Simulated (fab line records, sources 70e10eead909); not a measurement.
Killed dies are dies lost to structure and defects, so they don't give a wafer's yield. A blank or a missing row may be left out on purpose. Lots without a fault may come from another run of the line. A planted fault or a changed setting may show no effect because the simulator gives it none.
Tool commonality check | flow nand_harc | 13 lots, 39 wafers sampled

WHY IT WAS OPENED
At NHARC_END_SORT_01 the reading killed_at_periphery is flagged on 2 of 13 lots. Wafers without a fault read 2.9, standard deviation 2.1.
Rule: a lot is flagged when every wafer of it that has a number lies more than 4 standard deviations from that mean, or none has a number. The other lots count as sound.

lot  | measured     | on        | killed_at_periphery, wafer by wafer | flag
L281 | day 20 23:13 | prober-02 | 2 1 1                               |
L278 | day 21 00:12 | prober-01 | 4 4 4                               |
L285 | day 21 15:29 | prober-02 | 4 6 1                               |
L282 | day 21 16:17 | prober-01 | 1 1 1                               |
L283 | day 21 23:13 | prober-02 | 6 6 7                               |
L288 | day 22 15:31 | prober-02 | 637 637 637                         | FLAGGED
L290 | day 22 17:11 | prober-01 | 7 5 4                               |
L296 | day 23 20:46 | prober-01 | 1 3 2                               |
L293 | day 24 03:49 | prober-01 | 6 3 0                               |
L291 | day 24 05:20 | prober-02 | 640 637 627                         | FLAGGED
L295 | day 24 11:31 | prober-02 | 2 2 2                               |
L297 | day 24 19:19 | prober-02 | 1 5 3                               |
L298 | day 24 20:14 | prober-01 | 2 5 2                               |
The numbers of the flagged lots are 635.8 on average: +632.9 against the usual, or +99 or more standard deviations.

WHICH TOOL RAN EACH LOT
The record holds 2 process steps before the reading, out of a route of 1159 steps. In each cell: the tool, then ch and the chambers that the sampled wafers went through, then the start.
lot  | flag    | NHARC_P_GATE_ETCH_32            | NHARC_P_GATE_ALD_36
L281 |         | rie_si-03 ch 1,2,3, day 5 18:55 | ald_sin-01 ch 0,2, day 5 19:41
L278 |         | rie_si-04 ch 0,1,2, day 5 19:04 | ald_sin-04 ch 0,1,2, day 5 19:53
L285 |         | rie_si-02 ch 0,1,2, day 6 18:17 | ald_sin-02 ch 1,2, day 6 19:04
L282 |         | rie_si-03 ch 0,3, day 6 03:33   | ald_sin-02 ch 0,3, day 6 04:20
L283 |         | rie_si-02 ch 1,3, day 6 12:33   | ald_sin-01 ch 0,3, day 6 14:26
L288 | FLAGGED | rie_si-02 ch 0,2,3, day 7 23:15 | ald_sin-04 ch 0,3, day 8 05:04
L290 |         | rie_si-02 ch 0,2,3, day 7 21:52 | ald_sin-04 ch 0,1,2, day 8 01:50
L296 |         | rie_si-04 ch 1,2,3, day 9 08:46 | ald_sin-01 ch 0,1,3, day 9 09:31
L293 |         | rie_si-03 ch 0,1,3, day 8 19:07 | ald_sin-04 ch 0,2,3, day 8 21:04
L291 | FLAGGED | rie_si-02 ch 1,2, day 8 06:49   | ald_sin-02 ch 1,3, day 8 07:37
L295 |         | rie_si-02 ch 0,1,2, day 9 09:20 | ald_sin-02 ch 1,2,3, day 9 10:10
L297 |         | rie_si-02 ch 1,2,3, day 9 14:57 | ald_sin-04 ch 2,3, day 9 15:44
L298 |         | rie_si-03 ch 0,2,3, day 9 23:13 | ald_sin-02 ch 0,3, day 9 23:58
What these steps do:
- NHARC_P_GATE_ETCH_32: etches the open film in HBr/Cl2, target depth 150 nm, time 100.1 s.
- NHARC_P_GATE_ALD_36: deposits SiNx, target thk 20 nm, pulse time 60 s, ald cycles 223.
- NHARC_END_SORT_01

FLAGGED OVER TOTAL, TOOL BY TOOL (the gauges that took the reading come last)
step                 | tool       | lots run | flagged | share of the flagged lots | sound lots run after its first flagged lot
NHARC_P_GATE_ETCH_32 | rie_si-02  | 7        | 2       | all                       | 2 (L295,L297)
NHARC_P_GATE_ETCH_32 | rie_si-03  | 4        | 0       | none                      | -
NHARC_P_GATE_ETCH_32 | rie_si-04  | 2        | 0       | none                      | -
NHARC_P_GATE_ALD_36  | ald_sin-01 | 3        | 0       | none                      | -
NHARC_P_GATE_ALD_36  | ald_sin-02 | 5        | 1       | some                      | 2 (L295,L298)
NHARC_P_GATE_ALD_36  | ald_sin-04 | 5        | 1       | some                      | 2 (L293,L297)
NHARC_END_SORT_01    | prober-01  | 6        | 0       | none                      | -
NHARC_END_SORT_01    | prober-02  | 7        | 2       | all                       | 2 (L295,L297)

WHAT THE TABLE ALLOWS
2 rows of the table ran every flagged lot: rie_si-02 at NHARC_P_GATE_ETCH_32, prober-02 at NHARC_END_SORT_01.
- rie_si-02 at NHARC_P_GATE_ETCH_32: 2 of its 7 lots flagged. Sound lots ran on it after the first flagged one (L295, L297), which a lasting fault on the whole tool wouldn't allow.
- prober-02 at NHARC_END_SORT_01: 2 of its 7 lots flagged. Sound lots ran on it after the first flagged one (L295, L297), which a lasting fault on the whole tool wouldn't allow.
No row of the table ran every flagged lot and no sound lot after the first.

WHAT THE SIMULATOR HAD PUT IN
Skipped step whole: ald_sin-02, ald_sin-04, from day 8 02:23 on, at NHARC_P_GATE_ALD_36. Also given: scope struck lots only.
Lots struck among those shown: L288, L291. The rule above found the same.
